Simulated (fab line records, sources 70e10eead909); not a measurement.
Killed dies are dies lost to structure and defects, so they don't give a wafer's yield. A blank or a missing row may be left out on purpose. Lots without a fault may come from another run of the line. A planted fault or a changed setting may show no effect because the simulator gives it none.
Which tool did it? | flow nand_harc | 24 lots, 72 wafers sampled, at 2 steps of a route of 1302

WHAT THE GAUGES READ, wafer by wafer
NHARC_A_CHANNEL_HOLE_D2_CD_MEAS_10: target cd 100 nm.
lot  | measured     | on        | cd_nm (nm)
L074 | day 13 05:04 | cd_sem-01 | 99.7 100.0 99.3
L075 | day 13 12:21 | cd_sem-01 | 100.4 99.5 101.0
L076 | day 13 12:08 | cd_sem-01 | 99.9 99.7 99.2
L077 | day 14 20:14 | cd_sem-01 | 99.5 99.9 99.9
L078 | day 14 20:26 | cd_sem-03 | 100.1 100.4 100.1
L079 | day 15 03:55 | cd_sem-01 | 99.7 99.8 100.4
L080 | day 15 15:40 | cd_sem-03 | 99.9 100.2 100.6
L081 | day 16 08:35 | cd_sem-01 | 100.3 99.4 100.1
L082 | day 16 08:19 | cd_sem-01 | 99.8 100.8 100.8
L084 | day 16 22:53 | cd_sem-02 | 99.6 100.6 99.9
L083 | day 17 00:55 | cd_sem-01 | 99.9 99.5 99.8
L085 | day 17 14:16 | cd_sem-03 | 99.9 100.1 100.1
L086 | day 17 23:13 | cd_sem-03 | 100.5 100.2 100.2
L087 | day 19 02:34 | cd_sem-01 | 100.5 101.3 100.9
L088 | day 19 02:47 | cd_sem-03 | 99.6 99.4 99.5
L089 | day 19 04:50 | cd_sem-03 | 100.3 100.4 100.6
L090 | day 19 22:59 | cd_sem-02 | 100.7 100.1 100.5
L091 | day 20 02:46 | cd_sem-01 | 100.0 100.2 100.7
L092 | day 20 19:20 | cd_sem-02 | 99.8 100.0 99.5
L093 | day 20 19:29 | cd_sem-01 | 100.1 99.8 99.9
L094 | day 21 02:26 | cd_sem-01 | 100.4 101.4 100.6
L095 | day 21 21:59 | cd_sem-01 | 100.4 100.3 100.9
L096 | day 22 05:18 | cd_sem-03 | 100.4 100.1 100.2
L097 | day 22 13:38 | cd_sem-01 | 99.7 99.6 100.2

WHICH TOOL RAN EACH LOT (tool, then ch and the chambers of the sampled wafers, then the start)
lot  | NHARC_A_CHANNEL_FILL_D1_ALD_02
L074 | ald_hk-01 ch 2,3, day 8 21:42
L075 | ald_hk-03 ch 1,2,3, day 9 07:55
L076 | ald_hk-01 ch 2,3, day 9 10:29
L077 | ald_hk-02 ch 1,3, day 10 09:05
L078 | ald_hk-01 ch 0,1,3, day 10 09:52
L079 | ald_hk-03 ch 1,2, day 11 00:27
L080 | ald_hk-02 ch 2,3, day 11 03:39
L081 | ald_hk-02 ch 0,1,2, day 11 23:19
L082 | ald_hk-01 ch 0,1,2, day 12 00:10
L084 | ald_hk-02 ch 1,3, day 12 16:41
L083 | ald_hk-03 ch 1,2,3, day 12 18:11
L085 | ald_hk-01 ch 0,1,2, day 13 07:52
L086 | ald_hk-03 ch 0,1,2, day 13 17:55
L087 | ald_hk-03 ch 0,1,2, day 14 18:16
L088 | ald_hk-01 ch 0,2, day 14 19:18
L089 | ald_hk-02 ch 0,2,3, day 14 22:23
L090 | ald_hk-03 ch 0,2,3, day 15 09:44
L091 | ald_hk-03 ch 1,2,3, day 15 22:07
L092 | ald_hk-01 ch 0,1,2, day 16 11:45
L093 | ald_hk-03 ch 2,3, day 16 12:13
L094 | ald_hk-03 ch 1,2,3, day 16 19:57
L095 | ald_hk-03 ch 2,3, day 17 17:05
L096 | ald_hk-03 ch 1,2, day 17 21:19
L097 | ald_hk-01 ch 0,3, day 18 07:05
- NHARC_A_CHANNEL_FILL_D1_ALD_02: deposits SiO2, target thk 6 nm, pulse time 10 s, ald cycles 60.

WHAT THE TOOLS THEMSELVES READ (means of the sampled wafers that have a number; where no wafer has one, the mark that the record gives instead)
NHARC_A_CHANNEL_FILL_D1_ALD_02.
lot  | tool      | heater_power_w (W) | precursor_pulse_height_rel
L074 | ald_hk-01 | 533                | 1.001
L075 | ald_hk-03 | 518                | 0.998
L076 | ald_hk-01 | 491                | 0.983
L077 | ald_hk-02 | 486                | 0.994
L078 | ald_hk-01 | 465                | 1.009
L079 | ald_hk-03 | 456                | 1.013
L080 | ald_hk-02 | 485                | 0.985
L081 | ald_hk-02 | 479                | 0.991
L082 | ald_hk-01 | 520                | 0.994
L084 | ald_hk-02 | 490                | 0.999
L083 | ald_hk-03 | 510                | 1.009
L085 | ald_hk-01 | 521                | 0.998
L086 | ald_hk-03 | 471                | 1.016
L087 | ald_hk-03 | 468                | 1.010
L088 | ald_hk-01 | 522                | 1.006
L089 | ald_hk-02 | 451                | 1.013
L090 | ald_hk-03 | 525                | 1.002
L091 | ald_hk-03 | 502                | 0.999
L092 | ald_hk-01 | 504                | 1.015
L093 | ald_hk-03 | 553                | 1.001
L094 | ald_hk-03 | 505                | 1.000
L095 | ald_hk-03 | 547                | 1.005
L096 | ald_hk-03 | 455                | 1.010
L097 | ald_hk-01 | 455                | 0.997

THE ANSWER, worked out from the rows above alone
Rule: what is usual is taken from the lots themselves. Put in order of their means at a reading, lots are off if they are a third of the lots or fewer, leave a main group of 4 or more, and stand apart from it by a gap of 3 or more times the standard deviation of the main group's means; of several such gaps the widest counts. A main group whose means are all the same, to the digits that the tables above print for the reading, isn't used. A lot without any number at a reading at which 4 lots or more have one is off too. The other lots that the step has rows for count as sound. The gauges are gone through in route order, then the tools' own readings, and for those a lot's mean is taken as printed above. The first step at which some lot is off is used, and at that step the reading that is off furthest; a lot without a number counts as furthest.
No lot is off at any reading shown: from this, nothing can be told.

WHAT THE SIMULATOR HAD PUT IN
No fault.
